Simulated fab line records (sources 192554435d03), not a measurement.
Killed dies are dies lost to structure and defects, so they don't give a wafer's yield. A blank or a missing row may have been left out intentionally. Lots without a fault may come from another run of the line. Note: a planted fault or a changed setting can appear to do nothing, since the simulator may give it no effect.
Which tool is to blame? | flow n5 finfet | Sampling: 9 lots, 27 wafers, 7 of 1938 route steps

WHAT THE GAUGES READ, wafer by wafer
N5_BEOL_M0_SAQP_CD_MEAS_40: target cd 30 nm. Usual: cd nm 29.94 nm, standard deviation 0.29.
lot  | measured     | on        | cd nm (nm)        | flag
L787 | day 6 22:23  | cd sem-02 | 30.23 30.24 29.60 |
L790 | day 7 00:22  | cd sem-01 | 29.80 29.84 30.38 |
L792 | day 7 03:14  | cd sem-01 | 29.42 29.73 30.12 |
L794 | day 7 12:44  | cd sem-01 | 29.98 30.19 30.39 |
L795 | day 7 21:26  | cd sem-01 | 29.33 30.02 29.62 |
L798 | day 8 21:23  | cd sem-02 | 29.73 29.74 29.64 |
L806 | day 10 14:31 | cd sem-03 | 30.05 30.02 29.76 |
L807 | day 10 20:46 | cd sem-01 | 30.05 30.08 30.37 |
L808 | day 11 02:32 | cd sem-01 | 29.79 29.69 29.76 |

N5_BEOL_M0_SAQP_INSPECT_42: inspects for defects (brightfield). Usual: raw defect count 289, standard deviation 74.
lot  | measured     | on                | raw defect count | flag
L787 | day 6 22:28  | defect inspect-02 | 447 330 299      |
L790 | day 7 00:27  | defect inspect-02 | 473 334 400      |
L792 | day 7 03:19  | defect inspect-02 | 474 266 315      |
L794 | day 7 12:49  | defect inspect-02 | 142 205 274      |
L795 | day 7 21:31  | defect inspect-01 | 593 561 623      | OFF
L798 | day 8 21:28  | defect inspect-01 | 528 563 657      | OFF
L806 | day 10 14:37 | defect inspect-01 | 330 222 306      |
L807 | day 10 20:52 | defect inspect-01 | 365 444 352      |
L808 | day 11 02:38 | defect inspect-02 | 212 334 259      |

N5_BEOL_M0_CUTY_INSPECT_59: inspects for defects (macro). Usual: raw defect count 2.1, standard deviation 1.3.
lot  | measured     | on                | raw defect count | flag
L787 | day 7 00:11  | defect inspect-01 | 1 0 3            |
L790 | day 7 02:56  | defect inspect-02 | 6 2 2            |
L792 | day 7 04:44  | defect inspect-02 | 3 0 2            |
L794 | day 7 14:16  | defect inspect-01 | 3 5 3            |
L795 | day 7 23:21  | defect inspect-02 | >300 >300 >300   | OFF
L798 | day 8 23:02  | defect inspect-01 | >300 >300 >300   | OFF
L806 | day 10 16:00 | defect inspect-01 | 1 4 4            |
L807 | day 10 22:41 | defect inspect-02 | 4 2 5            |
L808 | day 11 04:13 | defect inspect-02 | 1 2 2            |

N5_BEOL_M4_RC_MEAS_101. Usual: DIBL_N 36.6 mV/V, standard deviation 2.1; DIBL_P 36.5 mV/V, standard deviation 2.7; IOFF_N 0.17 nA/um, standard deviation 0.043; IOFF_P 0.22 nA/um, standard deviation 0.045; ION_N 674 uA/um, standard deviation 17; ION_P 461 uA/um, standard deviation 9.9; SS_N 71.7 mV/dec, standard deviation 0.79; SS_P 73.4 mV/dec, standard deviation 0.79; VT_N 249 mV, standard deviation 4; VT_P -250 mV, standard deviation 3.3.
lot  | measured     | on        | DIBL_N (mV/V)  | DIBL_P (mV/V)  | IOFF_N (nA/um) | IOFF_P (nA/um) | ION_N (uA/um) | ION_P (uA/um) | SS_N (mV/dec)  | SS_P (mV/dec)  | VT_N (mV)   | VT_P (mV)      | flag
L787 | day 8 20:52  | prober-01 | 33.1 34.9 38.3 | 33.5 36.1 39.8 | 0.10 0.14 0.22 | 0.14 0.18 0.24 | 647 658 696   | 443 454 469   | 70.5 71.3 72.1 | 71.6 73.0 73.2 | 258 252 244 | -256 -254 -251 |
L790 | day 9 08:06  | prober-02 | 34.9 35.6 36.0 | 34.8 34.2 34.3 | 0.16 0.17 0.17 | 0.26 0.25 0.25 | 695 653 679   | 487 460 465   | 71.3 71.6 71.9 | 72.6 73.1 73.2 | 249 250 248 | -244 -245 -246 |
L792 | day 9 23:44  | prober-02 | 39.5 39.0 37.1 | 41.3 40.2 36.6 | 0.25 0.25 0.20 | 0.30 0.30 0.23 | 692 689 687   | 469 468 465   | 73.0 72.0 72.0 | 74.9 74.1 73.9 | 244 242 248 | -246 -245 -246 |
L794 | day 9 17:14  | prober-01 | 35.3 32.8 32.1 | 37.4 33.5 33.0 | 0.13 0.10 0.10 | 0.21 0.16 0.15 | 659 664 662   | 456 462 459   | 71.8 70.7 71.0 | 73.9 72.6 72.1 | 252 256 257 | -251 -254 -254 |
L795 | day 10 02:48 | prober-01 | 35.0 36.8 34.8 | 36.0 37.5 35.0 | 0.16 0.17 0.15 | 0.23 0.24 0.20 | 689 670 680   | 474 458 468   | 71.0 71.2 70.5 | 73.7 73.5 72.8 | 247 249 250 | -247 -247 -251 |
L798 | day 11 02:28 | prober-02 | 35.8 35.8 36.0 | 35.8 36.8 34.5 | 0.15 0.16 0.15 | 0.18 0.19 0.17 | 688 660 671   | 468 452 451   | 72.0 71.7 72.4 | 73.0 73.8 73.3 | 251 247 252 | -252 -252 -252 |
L806 | day 12 18:49 | prober-01 | 37.2 36.0 37.9 | 37.7 36.6 38.2 | 0.18 0.17 0.19 | 0.24 0.23 0.24 | 699 678 664   | 478 465 456   | 72.0 71.1 72.0 | 73.5 73.3 73.2 | 247 246 245 | -246 -247 -249 |
L807 | day 12 20:22 | prober-02 | 35.6 35.8 37.1 | 35.6 36.1 37.1 | 0.15 0.16 0.19 | 0.19 0.19 0.22 | 665 681 673   | 447 456 449   | 71.4 71.3 72.3 | 73.5 73.6 73.9 | 252 250 246 | -254 -254 -253 |
L808 | day 14 02:22 | prober-02 | 36.5 40.9 36.9 | 38.2 43.3 38.2 | 0.16 0.30 0.18 | 0.23 0.37 0.23 | 661 712 682   | 455 483 462   | 71.5 72.4 71.4 | 74.0 75.4 74.2 | 251 240 247 | -251 -245 -251 |

TOOL THAT RAN EACH LOT (tool first, then ch and the chambers of the sampled wafers, then the start)
lot  | N5_BEOL_M0_SAQP_ETCH_83            | N5_BEOL_M0_SAQP_ETCH_102         | N5_BEOL_M0_SAQP_MANDREL_ETCH_103
L787 | rie diel-05 ch 0,1,3, day 6 17:14  | rie si-06 ch 1,3, day 6 19:10    | rie si-06 ch 1,3, day 6 19:11
L790 | rie diel-04 ch 1,3, day 6 18:20    | rie si-03 ch 0,2,3, day 6 20:52  | rie si-03 ch 0,2,3, day 6 20:54
L792 | rie diel-05 ch 1,2,3, day 6 20:00  | rie si-03 ch 2,3, day 7 00:01    | rie si-03 ch 2,3, day 7 00:02
L794 | rie diel-05 ch 1,2, day 7 08:26    | rie si-02 ch 0,2,3, day 7 10:41  | rie si-02 ch 0,2,3, day 7 10:43
L795 | rie diel-05 ch 0,3, day 7 16:54    | rie si-06 ch 1,2, day 7 19:30    | rie si-06 ch 1,2, day 7 19:32
L798 | rie diel-05 ch 0,3, day 8 16:59    | rie si-03 ch 0,1,3, day 8 18:40  | rie si-03 ch 0,1,3, day 8 18:41
L806 | rie diel-04 ch 0,1,3, day 10 10:55 | rie si-03 ch 0,1, day 10 12:36   | rie si-03 ch 0,1, day 10 12:38
L807 | rie diel-04 ch 0,1,3, day 10 16:38 | rie si-06 ch 1,2, day 10 18:44   | rie si-06 ch 1,2, day 10 18:46
L808 | rie diel-02 ch 0,1,3, day 10 19:27 | rie si-03 ch 1,2,3, day 10 23:43 | rie si-03 ch 1,2,3, day 10 23:45
- N5_BEOL_M0_SAQP_ETCH_83: etches SiARC in CF4, target depth 39 nm, time 65 s.
- N5_BEOL_M0_SAQP_ETCH_102: etches SiO2 in CF4, target depth 4 nm, time 4.4 s.
- N5_BEOL_M0_SAQP_MANDREL_ETCH_103: etches a-Si in HBr/Cl2, stops on SiCN, target depth 45 nm, bt time 10 s, time 27 s.

AS READ BY THE TOOLS THEMSELVES (means over the sampled wafers that have a number; for cases with no such wafer, the mark the record gives instead)
N5_BEOL_M0_SAQP_ETCH_83. Usual: cf4 flow sccm is 100.0 sccm with standard deviation 0.3, drypump motor current A is 5.5 A with standard deviation 0.45, etch rf on time s is 65.4 s with standard deviation 1.8, oes product au is 0.68 a.u. with standard deviation 0.087, rf vpp V is 184.4 V with standard deviation 1.3, showerhead plenum p Torr is 2.17 Torr with standard deviation 0.065, and throttle valve pct is 15.6 % with standard deviation 0.35.
lot  | tool        | cf4 flow sccm (sccm) | drypump motor current A (A) | etch rf on time s (s) | oes product au (a.u.) | rf vpp V (V) | showerhead plenum p Torr (Torr) | throttle valve pct (%) | flag
L787 | rie diel-05 | 100.0                | 5.8                         | 66.6                  | 0.60                  | 183.3        | 2.14                            | 15.8                   |
L790 | rie diel-04 | 100.2                | 5.4                         | 65.4                  | 0.72                  | 183.3        | 2.14                            | 15.4                   |
L792 | rie diel-05 | 100.0                | 5.5                         | 64.9                  | 0.68                  | 183.6        | 2.10                            | 15.6                   |
L794 | rie diel-05 | 100.1                | 5.7                         | 65.6                  | 0.75                  | 184.1        | 2.09                            | 15.3                   |
L795 | rie diel-05 | 100.0                | 6.1                         | 65.4                  | 0.60                  | 183.8        | 2.18                            | 15.9                   |
L798 | rie diel-05 | 99.9                 | 5.7                         | 64.9                  | 0.59                  | 184.6        | 2.14                            | 16.0                   |
L806 | rie diel-04 | 99.7                 | 5.5                         | 66.1                  | 0.69                  | 185.4        | 2.16                            | 15.4                   |
L807 | rie diel-04 | 100.3                | 5.5                         | 66.0                  | 0.69                  | 184.3        | 2.16                            | 15.4                   |
L808 | rie diel-02 | 99.7                 | 5.8                         | 65.9                  | 0.65                  | 185.4        | 2.20                            | 15.7                   |

N5_BEOL_M0_SAQP_ETCH_102. Usual: cf4 flow sccm 79.99 sccm, standard deviation 0.23; drypump motor current A 5.5 A, standard deviation 0.49; oes product au 0.998 a.u., standard deviation 0.024; throttle valve pct 21.72 %, standard deviation 0.21.
lot  | tool      | cf4 flow sccm (sccm) | drypump motor current A (A) | oes product au (a.u.) | throttle valve pct (%) | flag
L787 | rie si-06 | 80.13                | 5.5                         | 0.991                 | 21.89                  |
L790 | rie si-03 | 79.94                | 5.4                         | 0.988                 | 21.71                  |
L792 | rie si-03 | 80.16                | 5.2                         | 0.996                 | 21.79                  |
L794 | rie si-02 | 80.14                | 5.9                         | 1.003                 | 21.65                  |
L795 | rie si-06 | 79.77                | 5.0                         | 0.989                 | 21.77                  |
L798 | rie si-03 | 79.92                | 5.5                         | 1.007                 | 21.69                  |
L806 | rie si-03 | 80.05                | 5.7                         | 0.991                 | 21.67                  |
L807 | rie si-06 | 79.87                | 5.4                         | 0.984                 | 21.89                  |
L808 | rie si-03 | 80.13                | 5.1                         | 0.986                 | 21.56                  |

N5_BEOL_M0_SAQP_MANDREL_ETCH_103. Usual: drypump motor current A 5.5 A, standard deviation 0.49; oes product au 0.676 a.u., standard deviation 0.013; throttle valve pct 35.3 %, standard deviation 0.32.
lot  | tool      | drypump motor current A (A) | oes product au (a.u.) | throttle valve pct (%) | flag
L787 | rie si-06 | 5.5                         | 0.666                 | 35.3                   |
L790 | rie si-03 | 5.4                         | 0.682                 | 35.2                   |
L792 | rie si-03 | 5.2                         | 0.674                 | 35.4                   |
L794 | rie si-02 | 5.9                         | 0.665                 | 35.2                   |
L795 | rie si-06 | 5.1                         | 0.671                 | 35.4                   |
L798 | rie si-03 | 5.6                         | 0.682                 | 35.3                   |
L806 | rie si-03 | 5.7                         | 0.682                 | 35.2                   |
L807 | rie si-06 | 5.4                         | 0.667                 | 35.5                   |
L808 | rie si-03 | 5.1                         | 0.682                 | 35.1                   |

THE ANSWER, worked out from the rows above alone
Rule: lot off if the mean of its wafers having a number is beyond 3 standard deviations from the usual mean. A lot without any number at a reading at which 4 lots or more have one is off too. All remaining lots with rows at the step are treated as sound. First the gauges in route order, then the tools' own readings, where a lot's mean is used as printed above. At the first step where some lot is off, the reading lying furthest off is the one used; lots without a number count as furthest.
Off: L795, L798, at N5_BEOL_M0_SAQP_INSPECT_42 (raw defect count).
A tool fits if, at a process step before that reading, it ran every lot that is off, and no sound lot after the first of them. Gauges at N5_BEOL_M0_SAQP_INSPECT_42: tried the same way as those tools. One fits: N5_BEOL_M0_SAQP_ETCH_83 on rie diel-05. Its last sound lot is L794 (day 7 08:26), its first lot that is off L795 (day 7 16:54): a fault that began between those two fits.

WHAT THE SIMULATOR PUT IN
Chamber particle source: rie diel-05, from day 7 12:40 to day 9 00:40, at N5_BEOL_M0_SAQP_ETCH_83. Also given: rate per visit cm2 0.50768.
Shown lots that were struck: L795, L798. The rule above found the same.
